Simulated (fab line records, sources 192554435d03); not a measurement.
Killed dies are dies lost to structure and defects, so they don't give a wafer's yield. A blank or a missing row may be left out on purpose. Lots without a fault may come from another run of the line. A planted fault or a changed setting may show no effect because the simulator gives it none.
A struck lot beside a sound one | flow n5_finfet | 15 steps out of a route of 1938
Sound: wafers L154.1, L154.2, L154.3. Struck: wafers L167.1, L167.3, L167.4. The cause comes at the end.
At each step with rows: each side's tool, then ch and its chambers, then its first start. Under that, the readings that differ: sound wafers | struck wafers | difference of the means | sigmas: that difference in standard deviations of wafers without a fault.
alike: readings whose means differ by less than 2 such deviations, and words and numbers that are the same on both sides. not compared: withheld readings, readings that some wafer has no value for, bounds like >300 that may hide the same value, and numbers for which the record gives no deviation and whose values overlap.
The two part at a step that has a row with sigmas, a row that says differs or no value, or rows on one side only. Numbers that don't overlap but have no deviation are shown without sigmas and don't part them. A reading that every wafer of one side lacks parts them only if that side has two wafers or more.

first, 3 steps without rows for these wafers: N5_FIN_SAQP_STRIP_55 (strips in N2/H2); N5_FIN_SAQP_STRIP_23 (strips in SPM, time 750 s); N5_FIN_SAQP_SRD_66 (time 30 s).
N5_FIN_SAQP_RECESS_75: chemistry HF/NH3, target SiO2, target depth 14.4 nm, afs cycles 3, sublimation time 60 s.
  sound on vapor_etch-01 ch 0,1, day 1 22:28; struck on vapor_etch-01 ch 0,1, day 5 04:25
  alike: drypump_motor_current_A
then, 2 steps without rows for these wafers: N5_FIN_SAQP_SPACER1_ALD_24 (deposits SiO2, target thk 20.3 nm, pulse time 1 s, purge time 2 s); N5_FIN_SAQP_SPACER1_ETCHBACK_25 (etches SiO2 in CHF3/O2, target depth 24.4 nm, time 12.2 s).
N5_FIN_SAQP_MANDREL1_REMOVE_56: chemistry HBr/Cl2/O2, target a-Si, stops on SiNx, bt time 10 s.
  sound on rie_si-05 ch 0,1,2, day 1 23:55; struck on rie_si-02 ch 0,1,2, day 5 06:11
  alike: drypump_motor_current_A, oes_product_au, rf_fwd_power_W, throttle_valve_pct
  not compared: rf_hours_counter_h
N5_FIN_SAQP_CD_MEAS_27: target cd 20 nm.
  sound on cd_sem-01 ch 0, day 2 00:02; struck on cd_sem-01 ch 0, day 5 06:17
  alike: cd_nm
N5_FIN_SAQP_ETCH_57: etches SiNx in CH3F/O2, target depth 32.5 nm, time 46.4 s.
  sound on rie_diel-04 ch 0,1,2, day 2 00:11; struck on rie_diel-04 ch 0,2,3, day 5 06:20
  alike: CH3F_flow_sccm, drypump_motor_current_A, etch_rf_on_time_s, oes_product_au, rf_fwd_power_W, rf_vpp_V, showerhead_plenum_p_Torr, throttle_valve_pct
  not compared: rf_hours_counter_h
N5_FIN_SAQP_ETCH_65: etches SiO2 in CF4, target depth 4 nm, time 4.4 s.
  sound on rie_si-03 ch 0,1,3, day 2 00:18; struck on rie_si-05 ch 0,1,3, day 5 06:26
  alike: drypump_motor_current_A, oes_product_au, rf_fwd_power_W, throttle_valve_pct
  not compared: rf_hours_counter_h
then, 2 steps without rows for these wafers: N5_FIN_SAQP_MANDREL_ETCH_58 (etches a-Si in HBr/Cl2, stops on SiNx, target depth 45 nm, bt time 10 s, time 27 s); N5_FIN_SAQP_RECESS_63 (chemistry HF/NH3, target SiO2, target depth 18 nm, afs cycles 3, sublimation time 60 s).
N5_FIN_SAQP_COAT_68: time 60 s, resist thk 100 nm.
  sound on litho_track-02 ch 0, day 2 01:07; struck on litho_track-01 ch 0, day 5 07:04
  reading                                   | sound                | struck               | difference | sigmas
  spin_speed_rpm (rpm)                      | 1502.3 1497.2 1499.8 | 1534.3 1534.2 1535.1 | +34.8      | +32
  model.SOC_of_FIN_SAQP_COAT_68.thk_nm (nm) | 99.6 99.8 99.8       | 98.8 98.8 99         | -0.9       |
N5_FIN_SAQP_ETCH_69: etches SOC in N2/H2, stops on SiNx, target depth 150 nm.
  sound on rie_diel-04 ch 0,2,3, day 2 01:10; struck on rie_diel-04 ch 0,2,3, day 5 07:08
  alike: drypump_motor_current_A, oes_product_au, rf_fwd_power_W, rf_vpp_V, showerhead_plenum_p_Torr, throttle_valve_pct
  not compared: rf_hours_counter_h
-- the record jumps here: 6 days lie between the struck wafers' starts before and after (it left off in module FIN_SAQP and takes up again in module BEOL_M4, whose first step shown is number 1111 of the route) --
N5_BEOL_M4_RC_MEAS_101:
  sound on prober-02 ch 0, day 7 22:05; struck on prober-02 ch 0, day 11 07:26
  alike: DIBL_N, DIBL_P, IOFF_N, IOFF_P, ION_N, ION_P, SS_N, SS_P, VT_N, VT_P

WHERE THEY PART
Only at N5_FIN_SAQP_COAT_68, within this record. Later steps at which nothing parts them and some readings are alike: N5_FIN_SAQP_ETCH_69, N5_BEOL_M4_RC_MEAS_101.

WHY: what the simulator had put in
Process parameter drift: litho_track-01, from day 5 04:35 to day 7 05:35, at N5_FIN_SAQP_COAT_68. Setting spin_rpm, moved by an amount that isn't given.
